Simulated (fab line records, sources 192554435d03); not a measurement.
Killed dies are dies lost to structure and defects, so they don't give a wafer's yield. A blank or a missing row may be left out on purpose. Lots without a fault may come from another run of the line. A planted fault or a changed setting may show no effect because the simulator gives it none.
Chamber matching | flow n5_finfet | N5_FIN_SAQP_SPACER2_ALD_28 on ald_sin-03: 4 sister chambers
The step deposits SiO2, target thk 8.1 nm, pulse time 1 s, purge time 2 s. 7 wafers are shown with their chamber, then 9 later ones without.

WAFERS WITH THEIR CHAMBER
wafer  | chamber | heater_power_w (W) | precursor_pulse_height_rel
L079.6 | 0       | 410                | 1.026
L084.1 | 1       | 410                | 1.003
L084.3 | 3       | 462                | 1.006
L084.4 | 2       | 495                | 1.015
L085.3 | 0       | 404                | 1.025
L085.5 | 2       | 493                | 0.999
L085.6 | 3       | 460                | 1.004

WAFERS WITHOUT THEIR CHAMBER
wafer  | heater_power_w (W) | precursor_pulse_height_rel
L086.1 | 410                | 1.038
L086.2 | 494                | 0.971
L086.5 | 494                | 1.004
L095.1 | 399                | 0.961
L095.5 | 406                | 0.968
L095.6 | 501                | 0.997
L096.1 | 493                | 1.000
L096.2 | 407                | 1.038
L096.3 | 419                | 0.999

WHICH CHAMBER EACH WENT THROUGH
wafer  | from the rows above | in truth
L086.1 | 0                   | 0
L086.2 | 2                   | 2
L086.5 | 2                   | 2
L095.1 | 1                   | 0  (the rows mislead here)
L095.5 | 1                   | 1
L095.6 | 2                   | 2
L096.1 | 2                   | 2
L096.2 | 0                   | 0
L096.3 | 1                   | 1
Placed correctly: 8 of 9. Can't be placed from these rows: 0. Placed wrongly: 1.
How it was worked out, from the rows above alone: a wafer's distance from a chamber is the root of the sum, over the readings, of the square of ((its reading less the chamber's mean) divided by the reading's scatter). The wafer belongs to the nearest chamber; if the next one is less than 2 further off, it can't be placed. A chamber's mean is the mean of its shown wafers. The scatter: the root of (the sum of the squares of (reading less its chamber's mean) over the shown wafers, divided by (wafers less chambers)).
